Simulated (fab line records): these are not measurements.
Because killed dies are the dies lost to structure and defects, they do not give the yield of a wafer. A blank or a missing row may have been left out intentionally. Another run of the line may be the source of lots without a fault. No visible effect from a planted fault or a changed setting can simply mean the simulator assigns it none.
Matching of chambers ; flow n5 finfet ; N5_BEOL_M2_STRIP_19 on rie diel-06: 4 sister chambers
The step strips in O2. 14 wafers are shown with their chamber, then 7 later ones without.

## EACH WAFER AND ITS CHAMBER
wafer;chamber;drypump motor current A (A);showerhead plenum p Torr (Torr);throttle valve pct (%)
L074.2;1;4.8;2.03;16.99
L074.4;2;6.6;1.98;16.67
L074.6;0;5.6;2.10;16.64
L076.3;1;4.9;2.03;17.01
L076.5;1;4.9;2.03;17.00
L076.6;0;5.6;2.10;16.65
L080.2;3;5.5;1.98;16.83
L080.3;0;5.6;2.09;16.65
L080.6;2;6.6;1.98;16.67
L082.4;2;6.6;1.97;16.67
L082.5;2;6.6;1.97;16.69
L082.6;1;4.9;2.02;17.05
L086.1;0;5.6;2.09;16.70
L086.3;3;5.5;1.97;16.87

SIGNATURES (averages over the wafers above)
reading;chamber 0;chamber 1;chamber 2;chamber 3;scatter within a chamber
drypump motor current A;5.600;4.875;6.600;5.500;0.0274
showerhead plenum p Torr;2.0950;2.0275;1.9750;1.9750;0.0057
throttle valve pct;16.6600;17.0125;16.6750;16.8500;0.0232
Rule: a wafer lies at a distance from a chamber equal to the root of the sum of squares, over the readings, of (its reading less the chamber's mean, divided by the reading's scatter). If the next closest chamber is less than 2 further off than the closest, the wafer can't be placed; otherwise it belongs to the closest. The scatter: take each reading less its chamber's mean, square it, sum over the shown wafers, divide by the number of wafers less the number of chambers, and take the root.

## WAFERS WITH NO CHAMBER GIVEN
wafer;drypump motor current A (A);showerhead plenum p Torr (Torr);throttle valve pct (%)
L086.5;5.6;2.09;16.70
L088.2;5.4;1.97;16.88
L088.4;6.5;2.23;16.27
L088.5;4.9;2.02;17.05
L092.2;6.6;2.23;16.28
L092.3;5.4;1.97;16.88
L092.6;6.6;2.23;16.28

## CHAMBER TAKEN BY EACH
wafer;from the rows above;in truth
L086.5;0;0
L088.2;3;3
L088.4;0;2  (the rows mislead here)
L088.5;1;1
L092.2;can't be placed: 0 or 2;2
L092.3;3;3
L092.6;can't be placed: 0 or 2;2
Correct placement for 4 of the 7. From these rows, 2 cannot be placed; in 2 the true chamber is one of the candidates. Number placed wrongly: 1.
